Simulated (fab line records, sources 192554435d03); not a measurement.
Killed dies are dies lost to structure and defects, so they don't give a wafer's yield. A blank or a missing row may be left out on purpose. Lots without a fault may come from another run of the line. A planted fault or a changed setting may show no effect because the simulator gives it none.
Chamber matching | flow n5_finfet | N5_BEOL_M7_PECVD_70 on pecvd-04: 3 sister chambers
The step deposits SiO2 from TEOS/O2, target thk 20 nm, time 22.7 s. 3 wafers are shown with their chamber, then 9 later ones without.

WAFERS WITH THEIR CHAMBER
wafer  | chamber | throttle_valve_pct (%)
L084.4 | 2       | 20.7
L086.4 | 0       | 20.9
L086.5 | 1       | 25.7

WAFERS WITHOUT THEIR CHAMBER
wafer  | throttle_valve_pct (%)
L094.3 | 25.5
L094.5 | 25.6
L094.6 | 21.0
L093.1 | 21.5
L093.2 | 25.6
L093.4 | 21.0
L095.1 | 20.9
L095.2 | 21.1
L095.3 | 25.4

WHICH CHAMBER EACH WENT THROUGH
wafer  | from the rows above     | in truth
L094.3 | 1                       | 1
L094.5 | 1                       | 1
L094.6 | can't be placed: 0 or 2 | 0
L093.1 | can't be placed: 0 or 2 | 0
L093.2 | 1                       | 1
L093.4 | can't be placed: 0 or 2 | 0
L095.1 | can't be placed: 0 or 2 | 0
L095.2 | can't be placed: 0 or 2 | 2
L095.3 | 1                       | 1
Placed correctly: 4 of 9. Can't be placed from these rows: 5 (the true chamber is among the candidates in 5). Placed wrongly: 0.
How it was worked out, from the rows above alone: a wafer's distance from a chamber is the root of the sum, over the readings, of the square of ((its reading less the chamber's mean) divided by the reading's scatter). The wafer belongs to the nearest chamber; if the next one is less than 2 further off, it can't be placed. A chamber's mean is the mean of its shown wafers. The scatter: with one shown wafer a chamber, the root of the mean of the squares of how far each hidden wafer lies from its nearest shown one.
